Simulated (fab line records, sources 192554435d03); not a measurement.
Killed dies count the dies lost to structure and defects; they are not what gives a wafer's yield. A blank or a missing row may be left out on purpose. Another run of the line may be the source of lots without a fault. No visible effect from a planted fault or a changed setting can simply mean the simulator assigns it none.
Chamber matching	flow n5-finfet	N5_HKMG_FIN_ALD_79 on ald-metal-03: 4 sister chambers
The step deposits TiN, target thk 1.5 nm, pulse time 1 s, purge time 3 s. 4 wafers are shown with their chamber, then 10 later ones without.

== WAFERS PAIRED WITH THEIR CHAMBERS ==
wafer	chamber	heater-power-w (W)
L083.5	2	985
L084.4	3	918
L086.1	0	955
L086.5	1	843

== WAFERS WITHOUT THEIR CHAMBER ==
wafer	heater-power-w (W)
L086.6	984
L088.1	968
L088.3	872
L088.6	936
L093.1	988
L093.4	912
L093.6	890
L097.2	894
L097.3	923
L097.6	934

== THE CHAMBER EACH PASSED THROUGH ==
wafer	from the rows above	in truth
L086.6	can't be placed: 2 or 0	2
L088.1	can't be placed: 0 or 2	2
L088.3	can't be placed: 1 or 3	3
L088.6	can't be placed: 3 or 0 or 2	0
L093.1	can't be placed: 2 or 0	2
L093.4	3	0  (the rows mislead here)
L093.6	can't be placed: 3 or 1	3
L097.2	can't be placed: 3 or 1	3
L097.3	can't be placed: 3 or 0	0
L097.6	can't be placed: 3 or 0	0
Correct placement for 0 of the 10. Not placeable from these rows: 9 (in 9, the candidates include the true chamber). Placed wrongly: 1.
How it was worked out, from the rows above alone: a wafer's distance from a chamber is the root of the sum, over the readings, of the square of ((its reading less the chamber's mean) divided by the reading's scatter). The wafer belongs to the nearest chamber; if the next one is less than 2 further off, it can't be placed. A chamber's mean is the mean of its shown wafers. The scatter: with one shown wafer a chamber, the root of the mean of the squares of how far each hidden wafer lies from its nearest shown one.
